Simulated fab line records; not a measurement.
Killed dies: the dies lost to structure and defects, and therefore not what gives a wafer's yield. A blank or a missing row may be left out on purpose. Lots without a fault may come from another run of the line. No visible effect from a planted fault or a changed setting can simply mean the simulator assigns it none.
The tool behind it: which one? || flow nandHarc || 12 lots, 36 wafers sampled, at 6 steps of a route of 1159

## WHAT THE GAUGES READ, wafer by wafer
NHARC_END_SORT_01.
{"lot": "L969", "measured": "day 23 13:26", "on": "prober-01", "killedAtArray": "13 19 11", "killedAtOther": "0 1 1", "killedAtPeriphery": "3 1 0", "killedDies": "16 21 12", "killedOpen": "5 7 4", "killedShort": "2 2 0"}

## TOOL THAT RAN EACH LOT (tool first, then ch and the chambers of the sampled wafers, then the start)
{"lot": "L955", "NHARC_A_CONTACT_ETCH_138": "harCapEtch-03 ch 0,1, day 16 21:21", "NHARC_A_CONTACT_ETCH_139": "harCapEtch-03 ch 0,1, day 16 21:29", "NHARC_A_CONTACT_STRIP_26": "rieDiel-11 ch 1,2,3, day 17 00:37 or earlier", "NHARC_A_CONTACT_CVD_19": "cvdW-01 ch 0,1, day 17 00:37", "NHARC_A_CONTACT_CMP_20": "cmp-03 ch 0,3, day 17 01:30"}
{"lot": "L958", "NHARC_A_CONTACT_ETCH_138": "harCapEtch-03 ch 0,1, day 17 15:39", "NHARC_A_CONTACT_ETCH_139": "harCapEtch-03 ch 0,1, day 17 15:47", "NHARC_A_CONTACT_STRIP_26": "rieDiel-02 ch 1,2,3, day 17 17:31 or earlier", "NHARC_A_CONTACT_CVD_19": "cvdW-01 ch 0,1, day 17 17:31", "NHARC_A_CONTACT_CMP_20": "cmp-03 ch 0,1,2, day 17 18:34"}
{"lot": "L960", "NHARC_A_CONTACT_ETCH_138": "harCapEtch-02 ch 0,1, day 18 12:54", "NHARC_A_CONTACT_ETCH_139": "harCapEtch-02 ch 0,1, day 18 13:02", "NHARC_A_CONTACT_STRIP_26": "rieDiel-12 ch 1,2,3, day 18 15:10 or earlier", "NHARC_A_CONTACT_CVD_19": "cvdW-02 ch 0,1, day 18 15:10", "NHARC_A_CONTACT_CMP_20": "cmp-03 ch 0,1,3, day 18 16:04"}
{"lot": "L963", "NHARC_A_CONTACT_ETCH_138": "harCapEtch-03 ch 0,1, day 19 05:47", "NHARC_A_CONTACT_ETCH_139": "harCapEtch-03 ch 0,1, day 19 05:56", "NHARC_A_CONTACT_STRIP_26": "rieDiel-02 ch 2,3, day 19 10:35 or earlier", "NHARC_A_CONTACT_CVD_19": "cvdW-01 ch 0,1, day 19 10:35", "NHARC_A_CONTACT_CMP_20": "cmp-03 ch 0,1,3, day 19 11:16"}
{"lot": "L966", "NHARC_A_CONTACT_ETCH_138": "harCapEtch-01 ch 0,1, day 19 18:46", "NHARC_A_CONTACT_ETCH_139": "harCapEtch-01 ch 0,1, day 19 18:53", "NHARC_A_CONTACT_STRIP_26": "rieDiel-02 ch 0,1,3, day 19 22:35 or earlier", "NHARC_A_CONTACT_CVD_19": "cvdW-02 ch 0,1, day 19 22:35", "NHARC_A_CONTACT_CMP_20": "cmp-01 ch 0,1,2, day 19 23:28"}
{"lot": "L967", "NHARC_A_CONTACT_ETCH_138": "harCapEtch-03 ch 0,1, day 20 01:04", "NHARC_A_CONTACT_ETCH_139": "harCapEtch-03 ch 0,1, day 20 01:11", "NHARC_A_CONTACT_STRIP_26": "rieDiel-02 ch 1,2, day 20 03:02 or earlier", "NHARC_A_CONTACT_CVD_19": "cvdW-02 ch 0,1, day 20 03:02", "NHARC_A_CONTACT_CMP_20": "cmp-03 ch 0,1,3, day 20 05:05"}
{"lot": "L969", "NHARC_A_CONTACT_ETCH_138": "harCapEtch-02 ch 0,1, day 20 17:27", "NHARC_A_CONTACT_ETCH_139": "harCapEtch-02 ch 0,1, day 20 17:35", "NHARC_A_CONTACT_STRIP_26": "rieDiel-02 ch 2,3, day 20 22:01 or earlier", "NHARC_A_CONTACT_CVD_19": "cvdW-01 ch 0,1, day 20 22:01", "NHARC_A_CONTACT_CMP_20": "cmp-04 ch 2,3, day 21 01:00"}
{"lot": "L971", "NHARC_A_CONTACT_ETCH_138": "harCapEtch-02 ch 0,1, day 20 21:45", "NHARC_A_CONTACT_ETCH_139": "harCapEtch-02 ch 0,1, day 20 21:55", "NHARC_A_CONTACT_STRIP_26": "rieDiel-02 ch 0,2,3, day 21 00:11 or earlier", "NHARC_A_CONTACT_CVD_19": "cvdW-02 ch 0,1, day 21 00:11", "NHARC_A_CONTACT_CMP_20": "cmp-03 ch 1,2,3, day 21 01:06"}
{"lot": "L972", "NHARC_A_CONTACT_ETCH_138": "harCapEtch-03 ch 0,1, day 21 08:59", "NHARC_A_CONTACT_ETCH_139": "harCapEtch-03 ch 0,1, day 21 09:10", "NHARC_A_CONTACT_STRIP_26": "rieDiel-02 ch 0,1,3, day 21 11:11 or earlier", "NHARC_A_CONTACT_CVD_19": "cvdW-02 ch 0,1, day 21 11:11", "NHARC_A_CONTACT_CMP_20": "cmp-03 ch 1,2,3, day 21 11:47"}
{"lot": "L975", "NHARC_A_CONTACT_ETCH_138": "harCapEtch-02 ch 0,1, day 21 16:53", "NHARC_A_CONTACT_ETCH_139": "harCapEtch-02 ch 0,1, day 21 17:01", "NHARC_A_CONTACT_STRIP_26": "rieDiel-11 ch 0,1, day 21 23:06 or earlier", "NHARC_A_CONTACT_CVD_19": "cvdW-01 ch 0,1, day 21 23:06", "NHARC_A_CONTACT_CMP_20": "cmp-04 ch 0,2,3, day 22 00:00"}
{"lot": "L973", "NHARC_A_CONTACT_ETCH_138": "harCapEtch-01 ch 0,1, day 21 22:07", "NHARC_A_CONTACT_ETCH_139": "harCapEtch-01 ch 0,1, day 21 22:14", "NHARC_A_CONTACT_STRIP_26": "rieDiel-11 ch 0,2,3, day 22 04:07 or earlier", "NHARC_A_CONTACT_CVD_19": "cvdW-01 ch 0,1, day 22 04:07", "NHARC_A_CONTACT_CMP_20": "cmp-01 ch 1,2, day 22 05:02"}
{"lot": "L977", "NHARC_A_CONTACT_ETCH_138": "harCapEtch-01 ch 0,1, day 22 22:01", "NHARC_A_CONTACT_ETCH_139": "harCapEtch-01 ch 0,1, day 22 22:09", "NHARC_A_CONTACT_STRIP_26": "rieDiel-02 ch 1,2,3, day 23 00:24 or earlier", "NHARC_A_CONTACT_CVD_19": "cvdW-01 ch 0,1, day 23 00:24", "NHARC_A_CONTACT_CMP_20": "cmp-04 ch 1,2,3, day 23 01:20"}
- NHARC_A_CONTACT_ETCH_138: etches the open film in C4F8/O2/Ar, time 132 s, target depth 1289 nm.
- NHARC_A_CONTACT_ETCH_139: etches the open film in C4F8/O2/Ar, time 137 s, target depth 590 nm.
- NHARC_A_CONTACT_STRIP_26: strips in O2.
- NHARC_A_CONTACT_CVD_19: deposits W, target thk 300 nm, time 802 s.
- NHARC_A_CONTACT_CMP_20: polishes, t overpolish 30 s, target thk 300 nm.

## WHAT THE TOOLS THEMSELVES READ (means of the sampled wafers that have a number; where no wafer has one, the mark that the record gives instead)
NHARC_A_CONTACT_STRIP_26.
{"lot": "L955", "tool": "rieDiel-11", "drypumpMotorCurrentA (A)": 5.7, "o2FlowSccm (sccm)": 499.1, "oesProductAu (a.u.)": 1.003, "rfVppV (V)": 57.6, "showerheadPlenumPTorr (Torr)": 3.58, "throttleValvePct (%)": 17.045}
{"lot": "L958", "tool": "rieDiel-02", "drypumpMotorCurrentA (A)": 5.4, "o2FlowSccm (sccm)": 499.1, "oesProductAu (a.u.)": 0.994, "rfVppV (V)": 57.9, "showerheadPlenumPTorr (Torr)": 3.52, "throttleValvePct (%)": 17.039}
{"lot": "L960", "tool": "rieDiel-12", "drypumpMotorCurrentA (A)": 5.5, "o2FlowSccm (sccm)": 501.7, "oesProductAu (a.u.)": 1.001, "rfVppV (V)": 58.3, "showerheadPlenumPTorr (Torr)": 3.49, "throttleValvePct (%)": 17.034}
{"lot": "L963", "tool": "rieDiel-02", "drypumpMotorCurrentA (A)": 5.6, "o2FlowSccm (sccm)": 500.1, "oesProductAu (a.u.)": 0.994, "rfVppV (V)": 58.0, "showerheadPlenumPTorr (Torr)": 3.42, "throttleValvePct (%)": 17.040}
{"lot": "L966", "tool": "rieDiel-02", "drypumpMotorCurrentA (A)": 5.7, "o2FlowSccm (sccm)": 500.8, "oesProductAu (a.u.)": 0.986, "rfVppV (V)": 58.0, "showerheadPlenumPTorr (Torr)": 3.65, "throttleValvePct (%)": 17.037}
{"lot": "L967", "tool": "rieDiel-02", "drypumpMotorCurrentA (A)": 5.3, "o2FlowSccm (sccm)": 498.7, "oesProductAu (a.u.)": 0.986, "rfVppV (V)": 57.1, "showerheadPlenumPTorr (Torr)": 3.39, "throttleValvePct (%)": 17.033}
{"lot": "L969", "tool": "rieDiel-02", "drypumpMotorCurrentA (A)": 5.6, "o2FlowSccm (sccm)": 498.4, "oesProductAu (a.u.)": 0.998, "rfVppV (V)": 57.4, "showerheadPlenumPTorr (Torr)": 3.42, "throttleValvePct (%)": 17.036}
{"lot": "L971", "tool": "rieDiel-02", "drypumpMotorCurrentA (A)": 5.9, "o2FlowSccm (sccm)": 499.0, "oesProductAu (a.u.)": 1.005, "rfVppV (V)": 58.4, "showerheadPlenumPTorr (Torr)": 3.55, "throttleValvePct (%)": 17.047}
{"lot": "L972", "tool": "rieDiel-02", "drypumpMotorCurrentA (A)": 5.7, "o2FlowSccm (sccm)": 500.0, "oesProductAu (a.u.)": 0.992, "rfVppV (V)": 58.2, "showerheadPlenumPTorr (Torr)": 3.65, "throttleValvePct (%)": 17.048}
{"lot": "L975", "tool": "rieDiel-11", "drypumpMotorCurrentA (A)": 5.9, "o2FlowSccm (sccm)": 499.6, "oesProductAu (a.u.)": 0.999, "rfVppV (V)": 57.1, "showerheadPlenumPTorr (Torr)": 3.47, "throttleValvePct (%)": 17.036}
{"lot": "L973", "tool": "rieDiel-11", "drypumpMotorCurrentA (A)": 5.3, "o2FlowSccm (sccm)": 500.8, "oesProductAu (a.u.)": 1.005, "rfVppV (V)": 58.8, "showerheadPlenumPTorr (Torr)": 3.71, "throttleValvePct (%)": 17.041}
{"lot": "L977", "tool": "rieDiel-02", "drypumpMotorCurrentA (A)": 5.4, "o2FlowSccm (sccm)": 499.5, "oesProductAu (a.u.)": 0.999, "rfVppV (V)": 57.8, "showerheadPlenumPTorr (Torr)": 3.51, "throttleValvePct (%)": 17.035}

NHARC_A_CONTACT_CVD_19.
{"lot": "L955", "tool": "cvdW-01", "heaterPowerW (W)": 541, "throttleValvePct (%)": 8.12}
{"lot": "L958", "tool": "cvdW-01", "heaterPowerW (W)": 541, "throttleValvePct (%)": 8.07}
{"lot": "L960", "tool": "cvdW-02", "heaterPowerW (W)": 478, "throttleValvePct (%)": 7.98}
{"lot": "L963", "tool": "cvdW-01", "heaterPowerW (W)": 529, "throttleValvePct (%)": 8.19}
{"lot": "L966", "tool": "cvdW-02", "heaterPowerW (W)": 473, "throttleValvePct (%)": 7.94}
{"lot": "L967", "tool": "cvdW-02", "heaterPowerW (W)": 501, "throttleValvePct (%)": 7.97}
{"lot": "L969", "tool": "cvdW-01", "heaterPowerW (W)": 534, "throttleValvePct (%)": 8.10}
{"lot": "L971", "tool": "cvdW-02", "heaterPowerW (W)": 489, "throttleValvePct (%)": 8.06}
{"lot": "L972", "tool": "cvdW-02", "heaterPowerW (W)": 500, "throttleValvePct (%)": 7.97}
{"lot": "L975", "tool": "cvdW-01", "heaterPowerW (W)": 550, "throttleValvePct (%)": 8.33}
{"lot": "L973", "tool": "cvdW-01", "heaterPowerW (W)": 552, "throttleValvePct (%)": 8.13}
{"lot": "L977", "tool": "cvdW-01", "heaterPowerW (W)": 556, "throttleValvePct (%)": 8.13}

NHARC_A_CONTACT_CMP_20.
{"lot": "L955", "tool": "cmp-03", "motorCurrentA (A)": 11.4, "overpolishRunS (s)": 29.999, "timeToEndpointS (s)": 59.7}
{"lot": "L958", "tool": "cmp-03", "motorCurrentA (A)": 12.1, "overpolishRunS (s)": 30.009, "timeToEndpointS (s)": 62.6}
{"lot": "L960", "tool": "cmp-03", "motorCurrentA (A)": 11.8, "overpolishRunS (s)": 30.000, "timeToEndpointS (s)": 60.0}
{"lot": "L963", "tool": "cmp-03", "motorCurrentA (A)": 11.7, "overpolishRunS (s)": 29.991, "timeToEndpointS (s)": 61.4}
{"lot": "L966", "tool": "cmp-01", "motorCurrentA (A)": 11.2, "overpolishRunS (s)": 29.999, "timeToEndpointS (s)": 59.3}
{"lot": "L967", "tool": "cmp-03", "motorCurrentA (A)": 11.5, "overpolishRunS (s)": 30.001, "timeToEndpointS (s)": 119.3}
{"lot": "L969", "tool": "cmp-04", "motorCurrentA (A)": 12.0, "overpolishRunS (s)": 30.008, "timeToEndpointS (s)": 119.2}
{"lot": "L971", "tool": "cmp-03", "motorCurrentA (A)": 12.3, "overpolishRunS (s)": 30.004, "timeToEndpointS (s)": 62.0}
{"lot": "L972", "tool": "cmp-03", "motorCurrentA (A)": 12.4, "overpolishRunS (s)": 29.991, "timeToEndpointS (s)": 61.2}
{"lot": "L975", "tool": "cmp-04", "motorCurrentA (A)": 12.8, "overpolishRunS (s)": 30.007, "timeToEndpointS (s)": 58.2}
{"lot": "L973", "tool": "cmp-01", "motorCurrentA (A)": 11.0, "overpolishRunS (s)": 30.001, "timeToEndpointS (s)": 58.9}
{"lot": "L977", "tool": "cmp-04", "motorCurrentA (A)": 11.8, "overpolishRunS (s)": 29.996, "timeToEndpointS (s)": 53.6}

## THE ANSWER, worked out from the rows above alone
Rule: the lots themselves supply what counts as usual. Put in order of their means at a reading, lots are off if they are a third of the lots or fewer, leave a main group of 4 or more, and stand apart from it by a gap of 3 or more times the standard deviation of the main group's means; of several such gaps the widest counts. Not used: any main group whose means are identical at the precision the tables above print for the reading. Also off: a lot with no number at a reading for which 4 or more lots have one. Any other lot the step has rows for is counted as sound. The gauges are gone through in route order, then the tools' own readings, and for those a lot's mean is taken as printed above. At the first step where some lot is off, the reading lying furthest off is the one used; lots without a number count as furthest.
Off: L967, L969, at NHARC_A_CONTACT_CMP_20 (timeToEndpointS). For the main group the mean is 59.7 s and the standard deviation 2.4.
If a tool, at that step or one of the process steps before it, ran each lot that is off and ran no sound lot following the first of them, it fits. NHARC_A_CONTACT_STRIP_26: start missing for some lots; hours and lot order therefore follow NHARC_A_CONTACT_CVD_19. Not one of the candidates tried fits.

## WHAT THE SIMULATOR PUT IN
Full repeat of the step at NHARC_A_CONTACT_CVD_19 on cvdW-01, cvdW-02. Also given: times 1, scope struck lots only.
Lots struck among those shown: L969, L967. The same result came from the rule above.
